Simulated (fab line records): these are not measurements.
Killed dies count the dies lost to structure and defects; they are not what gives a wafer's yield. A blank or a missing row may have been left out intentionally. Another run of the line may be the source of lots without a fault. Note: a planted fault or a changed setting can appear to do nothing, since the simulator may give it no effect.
Problem report, 8D (eight disciplines) form, completed by code ; flow n5 finfet ; the parts of the form that need people (team, actions taken, sign-off) are left out

## 1. THE PROBLEM
Mean of spin speed rpm at N5_FIN_CUT_COAT_02: 1615.0 rpm across 6 wafers in 2 lots; on wafers with no fault it is 1500.0 rpm (standard deviation 1). So: +99 or more standard deviations from the usual mean.
The step: resist thk 30 nm.
First seen on wafer L229.1, day 6 20:19, on litho track-03. The record has a number at this step for 18 wafers belonging to 6 lots. The rule behind "out" and "out of limits": a value lying over 4 standard deviations away from the usual mean. The other wafers with a number count as sound.

## 2. WHAT IT IS; WHAT IT IS NOT
question;is;is not
which readings at this step;spin speed rpm;-
which lots;L229, L232;L210, L221, L231, L233
which wafers of those lots;all that have a number;-
read on which tools;litho track-03;litho track-02
when;from day 6 20:19;"up to then (6 sound wafers); but 6 sound wafers of L231, L233 came after"

## 3. THE SUSPECTS, EACH WITH WHAT RULES IT OUT
Counting: a tool at a process step up to the reading stays a suspect if it ran every lot that is out and no sound lot after the first of them.
- litho track-03 at N5_FIN_CUT_COAT_02 (resist thk 30 nm): kept. It ran every lot that is out, first L229 (day 6 20:19), and no sound lot after that; its last sound lot up to then is L210 (day 2 02:41). Its own spin speed rpm readings are out on those wafers.
After counting, what remains is litho track-03 at N5_FIN_CUT_COAT_02.

## 4. THE CAUSE (what the simulator had put in)
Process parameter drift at N5_FIN_CUT_COAT_02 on litho track-03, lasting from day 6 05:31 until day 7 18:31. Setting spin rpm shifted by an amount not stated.
After counting, this tool was the only one left.

## 5. SEQUENCE OF EFFECTS, ordered by route
Each row: a reading whose mean over the struck wafers that have a number lies more than 3 standard deviations from the usual. Only readings for which the record gives a usual standard deviation are gone through. hours: the time from each lot's start at the first step in this table that gives one to its start at this step, as a median over the lots. sigmas: the change in usual standard deviations.
hours;step;reading;usual;on struck wafers;change;sigmas
0;N5_FIN_CUT_COAT_02;spin speed rpm;1500.0 rpm;1615.0;+115.0;+99 or more
The process steps in it:
- N5_FIN_CUT_COAT_02: resist thk 30 nm.
Later steps that measure or inspect, where all struck wafers having a row at the step show a number for every such reading and not one has moved that far: N5_FIN_CUT_CD_MEAS_08, N5_FIN_CUT_OVL_MEAS_09, N5_FIN_CUT_INSPECT_10, N5_BEOL_M4_RC_MEAS_101.

## 6. HOW IT WOULD HAVE BEEN CAUGHT EARLIER
The fault began at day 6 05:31; the first out-of-limits reading in this record came at day 6 20:19, 15 hours later.
